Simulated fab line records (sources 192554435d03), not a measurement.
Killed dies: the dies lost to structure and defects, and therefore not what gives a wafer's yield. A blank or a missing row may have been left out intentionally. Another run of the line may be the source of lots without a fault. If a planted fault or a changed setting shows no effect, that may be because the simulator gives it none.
fab line records	flow n5_finfet	part 2 of 2: steps 5 to 6 of 6
record: lots: 24	wafers: 72	last_day: 19
route steps=1938 shown BEOL_M14@1753 BEOL_M15@1783
lots that met no fault: taken from a fault-free run of the same line
start_h: the number of hours between the record's first day and the start of the first shown wafer of the lot	wait_h: time in hours since the lot's previous step	" the same as in the row above	L1.1+2: one row covering several wafers at once	- value missing, or start not given	* or withheld: withheld	< > ~ a bound
route shown NAME@n: a module of which the file shows steps, and the number in the route of the first	usual: mean and standard deviation over wafers with no fault	same: alike in all rows	chamber/n: place in a boat	sites: the reading at each site	_std_site: the standard deviation of these	_edge_site: the outer-site mean with the inner-site mean subtracted	radius_mm: how far each site lies from the wafer's centre	mask NAME#n: copy n	behind: the last tool/chamber to shape the wafer	hold: why the lot was held/for how many hours/how that ended	device: the transistor (n, p or np) that didn't switch	end of line: the tests these same wafers got at the end of their route	for a step that has no rows: nothing shown but its recipe	killed: dies that structure and defects cost at the first sort, which is not the same as the wafer's yield	map: shows each die of a wafer: x if killed, . if not, _ if none is there
set.NAME: the setting the step ran with; set.NAME@STEP: the setting that earlier step ran with	model.NAME: the simulator's own value behind a step, which no gauge read
steps of the route over a sample of lots; a table a step, a row a wafer
services: when a tool's chamber went out of use (start_h, in hours from the record's first day, below 0 if earlier), for how many hours, and the reason
== steps ==
step: N5_BEOL_M15_ETCH_61
recipe: chemistry: N2/H2	target: BARC	target_depth_a: 890	overetch_a: 267	time_s: 67.9	ion_energy_ev: 200	pressure_mtorr: 30	source_w: 840	bias_w: 150	n2_flow_sccm: 200	h2_flow_sccm: 200
usual: drypump_motor_current_A: 5.6/0.54	oes_product_au: 0.67/0.058	rf_vpp_V: 524.2/2.8	showerhead_plenum_p_Torr: 2.55/0.097	throttle_valve_pct: 17.93/0.26
lot.wafer	tool	chamber	start_h	wait_h	drypump_motor_current_A	oes_product_au	rf_hours_counter_h	rf_vpp_V	showerhead_plenum_p_Torr	throttle_valve_pct
L074.1	rie_diel-04	1	249.49	0.0	4.9	0.63	176	526.9	2.63	18.31
L074.3	"	0	"	"	5.3	0.62	172	523.2	2.54	17.69
L074.5	"	0	"	"	5.3	0.62	-	525.3	2.54	17.70
L077.1	rie_diel-04	2	274.26	0.0	5.1	0.60	218	520.1	2.40	17.85
L077.4	"	3	"	"	4.9	0.63	191	527.2	2.62	18.04
L077.6	"	0	"	"	5.4	0.62	-	524.6	2.54	17.71
L076.1	rie_diel-04	0	274.66	0.0	5.3	0.61	180	523.1	2.54	17.70
L076.4	"	1	"	"	4.9	0.63	183	527.1	2.63	18.36
L076.6	"	3	"	"	4.9	0.62	-	527.0	2.62	18.04
L075.2	rie_diel-03	1	280.16	0.0	6.1	0.60	195	523.7	2.52	18.13
L075.4	"	3	"	"	6.3	0.77	35	522.8	2.47	17.88
L075.6	"	3	"	"	6.3	0.76	-	523.3	2.47	17.88
L078.2	rie_diel-05	2	290.80	0.0	5.0	0.75	45	528.3	2.68	17.91
L078.4	"	0	"	"	5.8	0.68	98	527.1	2.68	17.81
L078.6	"	2	"	"	5.0	0.75	-	530.3	2.68	17.91
L080.1	rie_diel-05	0	306.54	0.0	5.8	0.68	102	527.3	2.68	17.78
L080.3	"	3	"	"	6.1	0.71	67	521.6	2.45	17.54
L080.5	"	2	"	"	5.0	0.75	-	527.8	2.68	17.92
L082.1	rie_diel-05	1	310.77	0.0	5.6	0.68	93	527.7	2.67	17.96
L082.4	"	2	"	"	5.0	0.74	51	528.5	2.68	17.92
L082.5	"	1	"	"	5.6	0.68	-	527.2	2.67	17.99
L079.2	rie_diel-05	0	311.94	0.0	5.8	0.68	104	527.1	2.68	17.82
L079.3	"	2	"	"	5.0	0.75	51	528.0	2.68	17.92
L079.5	"	0	"	"	5.8	0.68	-	527.5	2.68	17.81
L081.1	rie_diel-05	2	314.28	0.0	5.0	0.74	51	526.9	2.68	17.93
L081.2	"	3	"	"	6.1	0.71	69	521.7	2.45	17.54
L081.6	"	2	"	"	5.0	0.74	-	528.3	2.68	17.90
L083.2	rie_diel-03	1	314.88	0.0	6.0	0.59	203	522.6	2.52	18.14
L083.4	"	0	"	"	4.9	0.63	198	520.2	2.42	18.25
L083.6	"	0	"	"	4.9	0.63	-	521.2	2.42	18.24
L085.2	rie_diel-03	0	344.25	0.0	4.9	0.62	209	520.4	2.42	18.26
L085.5	"	2	"	"	6.2	0.75	-	524.8	2.59	17.48
L085.6	"	0	"	"	4.9	0.63	-	519.8	2.42	18.27
L084.2	rie_diel-04	1	344.63	0.0	4.9	0.61	204	526.1	2.62	18.36
L084.5	"	1	"	"	4.9	0.61	-	526.4	2.62	18.35
L084.6	"	0	"	"	5.3	0.60	-	525.4	2.53	17.74
L086.1	rie_diel-03	3	348.41	0.0	6.3	0.74	56	522.2	2.46	17.93
L086.3	"	0	"	"	4.9	0.62	211	522.2	2.42	18.26
L086.5	"	0	"	"	4.9	0.62	-	520.4	2.42	18.27
L087.2	rie_diel-03	1	351.51	0.0	6.0	0.59	217	522.7	2.51	18.17
L087.3	"	3	"	"	6.3	0.74	57	521.2	2.46	17.93
L087.6	"	2	"	"	6.1	0.74	-	525.8	2.58	17.49
L089.1	rie_diel-03	1	351.79	0.0	6.0	0.59	217	522.4	2.51	18.19
L089.4	"	3	"	"	6.3	0.72	57	521.4	2.46	17.94
L089.6	"	1	"	"	6.1	0.59	-	522.9	2.51	18.18
L088.2	rie_diel-03	3	352.34	0.0	6.3	0.74	58	521.2	2.46	17.92
L088.3	"	2	"	"	6.1	0.74	37	525.3	2.58	17.49
L088.4	"	1	"	"	6.1	0.59	217	522.9	2.51	18.18
L090.3	rie_diel-03	2	353.64	0.0	6.1	0.73	38	525.7	2.58	17.49
L090.4	"	1	"	"	6.0	0.58	218	522.4	2.51	18.18
L090.6	"	0	"	"	4.9	0.61	-	518.4	2.42	18.28
L091.2	rie_diel-03	1	363.72	0.0	6.1	0.58	221	523.2	2.51	18.18
L091.5	"	3	"	"	6.3	0.73	-	521.3	2.46	17.93
L091.6	"	0	"	"	4.9	0.62	-	521.4	2.42	18.28
L092.3	rie_diel-05	2	374.46	0.0	5.0	0.72	68	527.6	2.67	17.94
L092.5	"	3	"	"	6.2	0.68	-	522.3	2.44	17.57
L092.6	"	2	"	"	5.0	0.73	-	528.1	2.67	17.95
L093.2	rie_diel-05	2	386.49	0.0	5.0	0.72	70	528.0	2.67	17.97
L093.3	"	0	"	"	5.8	0.66	123	527.4	2.67	17.84
L093.4	"	3	"	"	6.1	0.69	88	521.6	2.44	17.58
L095.2	rie_diel-03	0	400.24	0.0	4.9	0.61	227	519.6	2.41	18.29
L095.5	"	2	"	"	6.2	0.72	-	525.4	2.58	17.53
L095.6	"	3	"	"	6.3	0.73	-	521.2	2.45	17.96
L094.3	rie_diel-03	1	408.06	0.0	6.1	0.57	234	523.3	2.50	18.19
L094.5	"	3	"	"	6.3	0.71	-	522.1	2.45	17.96
L094.6	"	0	"	"	4.9	0.61	-	519.3	2.41	18.30
L096.1	rie_diel-03	1	408.34	0.0	6.1	0.58	234	523.4	2.50	18.21
L096.2	"	0	"	"	4.9	0.61	230	519.0	2.41	18.29
L096.5	"	2	"	"	6.2	0.72	-	524.8	2.58	17.52
L097.3	rie_diel-05	0	423.32	0.0	5.8	0.66	136	527.0	2.66	17.86
L097.4	"	2	"	"	5.1	0.71	80	527.2	2.67	17.99
L097.5	"	1	"	"	5.6	0.66	-	527.0	2.66	18.01
step: N5_BEOL_M15_SPUTTER_43
recipe: material: TaN	target_thk_a: 150	temp_c: 50	bias_v: 168.6	power_w: 15000	chamber_pressure_pa: 0.12	time_s: 24.19
usual: susceptor_temp_C: 50.01/0.1	throttle_valve_pct: 29.7/1
lot.wafer	tool	chamber	start_h	wait_h	susceptor_temp_C	throttle_valve_pct
L074.1	pvd_sputter-02	-	252.23	0.0	49.96	31.6
L074.3	"	-	"	"	50.04	29.5
L074.5	"	-	"	"	50.12	29.5
L077.1	pvd_sputter-02	-	275.52	0.0	49.94	29.3
L077.4	"	-	"	"	50.10	29.2
L077.6	"	-	"	"	49.97	29.6
L076.1	pvd_sputter-02	-	275.84	0.0	49.88	29.9
L076.4	"	-	"	"	49.92	29.0
L076.6	"	-	"	"	49.85	29.3
L075.2	pvd_sputter-03	-	281.25	0.0	50.10	28.8
L075.4	"	-	"	"	49.92	31.0
L075.6	"	-	"	"	50.12	30.4
L078.2	pvd_sputter-02	-	293.14	0.0	50.11	29.3
L078.4	"	-	"	"	50.10	29.8
L078.6	"	-	"	"	50.08	29.5
L080.1	pvd_sputter-01	-	308.71	0.0	50.08	30.1
L080.3	"	-	"	"	49.99	30.0
L080.5	"	-	"	"	50.10	30.0
L082.1	pvd_sputter-01	-	315.55	0.0	49.78	27.0
L082.4	"	-	"	"	50.00	30.0
L082.5	"	-	"	"	50.05	30.1
L079.2	pvd_sputter-02	-	315.61	0.0	50.14	29.6
L079.3	"	-	"	"	49.97	29.5
L079.5	"	-	"	"	50.07	29.6
L081.1	pvd_sputter-01	-	315.97	0.0	49.91	30.1
L081.2	"	-	"	"	50.15	30.0
L081.6	"	-	"	"	49.90	30.3
L083.2	pvd_sputter-02	-	316.11	0.0	49.94	31.5
L083.4	"	-	"	"	49.91	29.9
L083.6	"	-	"	"	50.02	29.3
L085.2	pvd_sputter-01	-	350.48	0.0	50.06	30.1
L085.5	"	-	"	"	49.84	30.0
L085.6	"	-	"	"	49.94	29.8
L084.2	pvd_sputter-03	-	350.53	0.0	49.89	30.7
L084.5	"	-	"	"	49.86	29.1
L084.6	"	-	"	"	50.19	30.1
L086.1	pvd_sputter-02	-	350.83	0.0	50.13	29.8
L086.3	"	-	"	"	49.95	29.5
L086.5	"	-	"	"	50.00	29.6
L087.2	pvd_sputter-02	-	354.56	0.0	49.89	29.6
L087.3	"	-	"	"	50.02	31.7
L087.6	"	-	"	"	50.15	29.3
L089.1	pvd_sputter-02	-	354.88	0.0	50.05	29.7
L089.4	"	-	"	"	49.87	29.7
L089.6	"	-	"	"	49.92	29.6
L088.2	pvd_sputter-02	-	357.84	0.0	49.92	29.4
L088.3	"	-	"	"	50.07	29.6
L088.4	"	-	"	"	50.03	31.7
L090.3	pvd_sputter-02	-	361.72	0.0	50.04	29.3
L090.4	"	-	"	"	49.99	29.9
L090.6	"	-	"	"	50.15	29.4
L091.2	pvd_sputter-03	-	365.42	0.0	50.03	28.9
L091.5	"	-	"	"	50.04	29.1
L091.6	"	-	"	"	50.07	30.4
L092.3	pvd_sputter-03	-	377.22	0.0	50.13	31.2
L092.5	"	-	"	"	49.89	28.5
L092.6	"	-	"	"	50.11	29.0
L093.2	pvd_sputter-01	-	389.11	0.0	50.01	30.3
L093.3	"	-	"	"	50.03	30.1
L093.4	"	-	"	"	49.75	30.0
L095.2	pvd_sputter-01	-	402.33	0.0	50.25	30.2
L095.5	"	-	"	"	50.10	27.1
L095.6	"	-	"	"	49.96	30.2
L096.1	pvd_sputter-03	-	412.94	0.0	50.19	30.3
L096.2	"	-	"	"	49.91	28.5
L096.5	"	-	"	"	50.00	29.1
L094.3	pvd_sputter-03	-	416.06	0.0	49.97	28.4
L094.5	"	-	"	"	50.01	30.4
L094.6	"	-	"	"	49.96	29.1
L097.3	pvd_sputter-02	-	429.29	0.0	49.96	29.5
L097.4	"	-	"	"	50.02	31.6
L097.5	"	-	"	"	49.96	29.8
== services ==
tool	chamber	start_h	hours	kind
rie_diel-06	2	229.79	1.7	repair
rie_diel-05	3	251.62	3.5	repair
rie_diel-03	-	253.91	0.7	repair
pecvd-03	-	270.84	0.9	repair
pecvd-02	1	295.21	5.2	repair
rie_diel-04	3	309.13	11.7	repair
rie_diel-02	2	312.22	9.2	repair
rie_diel-06	0	324.90	17.4	repair
rie_diel-04	1	326.22	4.5	repair
rie_diel-06	3	332.84	3.2	repair
rie_diel-04	3	358.52	5.5	repair
rie_diel-01	3	367.73	-	clean
rie_diel-01	3	367.73	-	consumable_replace:focus_ring
rie_diel-01	3	367.73	15.3	scheduled_down
rie_diel-02	1	370.46	5.3	repair
pecvd-02	-	386.45	0.3	repair
pecvd-03	-	392.12	5.5	pm
pecvd-04	-	393.50	14.6	pm
rie_diel-02	1	395.15	19.8	repair
pecvd-03	2	400.30	5.6	repair
rie_diel-01	0	400.75	3.4	repair
pecvd-04	-	416.77	1.2	repair
rie_diel-01	1	418.16	1.6	repair
pvd_sputter-03	-	426.64	6.9	repair
